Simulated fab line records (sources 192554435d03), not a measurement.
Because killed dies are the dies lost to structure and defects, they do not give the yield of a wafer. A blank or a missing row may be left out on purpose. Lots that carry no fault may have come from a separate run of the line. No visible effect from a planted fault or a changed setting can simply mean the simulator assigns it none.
Which tool is to blame? | flow n5-finfet | 13 lots with 31 wafers sampled at 3 steps, on a route of 1938 steps

== WHAT THE GAUGES SHOWED, per wafer ==
N5_MOL_CONTACT_COAG_CD_MEAS_08: the cd target is 28 nm.
lot  | measured     | on        | cd-nm (nm)
L831 | day 4 21:59  | cd-sem-03 | 27.76 27.60 28.23
L833 | day 5 10:11  | cd-sem-03 | 28.60 28.45
L834 | day 5 18:38  | cd-sem-03 | 27.92 28.12
L836 | day 6 02:32  | cd-sem-03 | 28.04 28.00
L837 | day 6 10:44  | cd-sem-01 | 27.92 27.67
L838 | day 6 14:49  | cd-sem-01 | 27.85 27.51
L839 | day 6 19:20  | cd-sem-01 | 28.12 28.26
L840 | day 7 02:03  | cd-sem-03 | 28.28 28.15 28.21
L842 | day 7 14:01  | cd-sem-03 | 27.89 27.80 27.54
L843 | day 7 21:52  | cd-sem-01 | 27.71 27.91
L848 | day 9 02:38  | cd-sem-02 | 27.41 27.76
L851 | day 9 21:38  | cd-sem-02 | 28.84 28.71 28.73
L852 | day 10 05:49 | cd-sem-03 | 28.76 28.50 28.75

N5_MOL_CONTACT_COAG_INSPECT_10: inspects for defects (brightfield).
lot  | measured     | on                | raw-defect-count
L831 | day 4 22:04  | defect-inspect-02 | 47 82 42
L833 | day 5 10:17  | defect-inspect-02 | 88 66
L834 | day 5 18:43  | defect-inspect-02 | 62 91
L836 | day 6 02:37  | defect-inspect-02 | 44 72
L837 | day 6 10:49  | defect-inspect-02 | 44 75
L838 | day 6 14:55  | defect-inspect-01 | 50 46
L839 | day 6 19:25  | defect-inspect-02 | 54 85
L840 | day 7 02:08  | defect-inspect-02 | 50 101 62
L842 | day 7 14:07  | defect-inspect-02 | 61 114 52
L843 | day 7 21:57  | defect-inspect-02 | 29 55
L848 | day 9 02:43  | defect-inspect-02 | 81 57
L851 | day 9 21:43  | defect-inspect-01 | 87 74 25
L852 | day 10 05:54 | defect-inspect-01 | 35 76 58

== EACH LOT AND THE TOOL THAT RAN IT (in order: tool; ch and the chambers of the sampled wafers; start) ==
lot  | N5_MOL_CONTACT_COAG_EXPOSE_05
L831 | euv-scanner-01 ch 0, day 4 21:52
L833 | euv-scanner-02 ch 0, day 5 10:04
L834 | euv-scanner-01 ch 0, day 5 18:31
L836 | euv-scanner-01 ch 0, day 6 02:25
L837 | euv-scanner-01 ch 0, day 6 10:36
L838 | euv-scanner-01 ch 0, day 6 14:41
L839 | euv-scanner-01 ch 0, day 6 19:13
L840 | euv-scanner-02 ch 0, day 7 01:56
L842 | euv-scanner-01 ch 0, day 7 13:53
L843 | euv-scanner-01 ch 0, day 7 21:46
L848 | euv-scanner-01 ch 0, day 9 02:30
L851 | euv-scanner-01 ch 0, day 9 21:31
L852 | euv-scanner-01 ch 0, day 10 05:42
- N5_MOL_CONTACT_COAG_EXPOSE_05: exposes mask CA, defocus 0 nm.

== WHAT THE TOOLS THEMSELVES READ (means of the sampled wafers that have a number; where no wafer has one, the mark that the record gives instead) ==
N5_MOL_CONTACT_COAG_EXPOSE_05.
lot  | tool           | exposure-dose-mJ-cm2
L831 | euv-scanner-01 | 38.17
L833 | euv-scanner-02 | 38.17
L834 | euv-scanner-01 | 38.15
L836 | euv-scanner-01 | 38.16
L837 | euv-scanner-01 | 38.12
L838 | euv-scanner-01 | 38.16
L839 | euv-scanner-01 | 38.19
L840 | euv-scanner-02 | 38.12
L842 | euv-scanner-01 | 38.16
L843 | euv-scanner-01 | 38.14
L848 | euv-scanner-01 | 38.11
L851 | euv-scanner-01 | 39.80
L852 | euv-scanner-01 | 39.56

== THE ANSWER, worked out from the rows above alone ==
Rule: the lots themselves supply what counts as usual. Put in order of their means at a reading, lots are off if they are a third of the lots or fewer, leave a main group of 4 or more, and stand apart from it by a gap of 3 or more times the standard deviation of the main group's means; of several such gaps the widest counts. A main group is skipped when, at the precision printed for the reading in the tables above, its means are all equal. A lot without any number at a reading at which 4 lots or more have one is off too. Where the step has rows for the other lots, those lots are counted as sound. The gauges are gone through in route order, then the tools' own readings, and for those a lot's mean is taken as printed above. At the first step where some lot is off, the reading lying furthest off is the one used; lots without a number count as furthest.
Off: L851, L852 (N5_MOL_CONTACT_COAG_EXPOSE_05, exposure-dose-mJ-cm2). Mean 38.15 and standard deviation 0.024 in the main group.
If a tool, at that step or one of the process steps before it, ran each lot that is off and ran no sound lot following the first of them, it fits. One candidate fits, namely euv-scanner-01 at N5_MOL_CONTACT_COAG_EXPOSE_05. A fault onset in the window from L848 (day 9 02:30, its last sound lot) to L851 (day 9 21:31, its first lot off) fits.
The tool's own readings at N5_MOL_CONTACT_COAG_EXPOSE_05 bear it out: on the lots that are off they differ by more than 5 times the standard deviation of the sound lots' means. exposure-dose-mJ-cm2 reads 39.68 there against 38.15 on the sound lots.

== WHAT HAD BEEN PUT IN BY THE SIMULATOR ==
Drift in process parameters on euv-scanner-01 at N5_MOL_CONTACT_COAG_EXPOSE_05, starting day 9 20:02. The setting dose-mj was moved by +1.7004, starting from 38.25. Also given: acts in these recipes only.
Lots struck among those shown: L851, L852. Same finding as the rule above.
